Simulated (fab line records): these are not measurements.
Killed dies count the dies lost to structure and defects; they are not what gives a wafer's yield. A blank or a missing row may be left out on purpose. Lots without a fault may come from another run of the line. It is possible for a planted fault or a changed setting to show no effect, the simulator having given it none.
Chamber matching -- flow nand-harc -- NHARC_A_CONTACT_DEP_29 on pecvd-01: 3 sister chambers
The step deposits SiON, target thk 70 nm. 16 wafers are shown with their chamber, then 8 later ones without.

WAFERS WITH THEIR CHAMBER
wafer,chamber,heater-power-w (W),susceptor-temp-C (C)
L078.1,2,691,399.95
L078.3,0,656,399.86
L078.5,2,692,399.68
L076.1,0,644,400.10
L076.4,2,664,400.01
L076.6,0,644,400.13
L080.3,1,849,399.91
L080.4,1,828,399.94
L080.5,0,641,400.23
L082.1,1,730,400.00
L082.5,2,628,399.90
L082.6,1,736,400.07
L090.4,1,861,399.98
L090.5,2,629,399.94
L090.6,0,611,400.04
L093.1,2,631,400.06

SIGNATURES (means of the wafers above)
reading,chamber 0,chamber 1,chamber 2,scatter within a chamber
heater-power-w,639.20,800.80,655.83,40.9
susceptor-temp-C,400.0720,399.9800,399.9233,0.117
Rule: a wafer's distance from a chamber is the root of the sum, over the readings, of the square of ((its reading less the chamber's mean) divided by the reading's scatter). If the next closest chamber is less than 2 further off than the closest, the wafer can't be placed; otherwise it belongs to the closest. How the scatter is found: for the shown wafers, subtract from each reading the mean of its chamber, square and add these, divide the total by (wafers less chambers), then take the root.

WAFERS WITH NO CHAMBER GIVEN
wafer,heater-power-w (W),susceptor-temp-C (C)
L093.2,547,399.75
L093.6,748,399.66
L092.2,650,400.10
L092.5,651,399.89
L092.6,622,399.73
L094.3,639,400.22
L094.4,751,400.06
L094.6,634,400.06

WHICH CHAMBER EACH ONE RAN IN
wafer,from the rows above,in truth
L093.2,can't be placed: 2 or 0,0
L093.6,can't be placed: 1 or 2 or 0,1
L092.2,can't be placed: 0 or 2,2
L092.5,can't be placed: 2 or 0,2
L092.6,can't be placed: 2 or 0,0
L094.3,can't be placed: 0 or 2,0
L094.4,can't be placed: 1 or 2 or 0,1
L094.6,can't be placed: 0 or 2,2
Correctly placed: 0 of 8. Can't be placed from these rows: 8 (the true chamber is among the candidates in 8). Wrongly placed: 0.
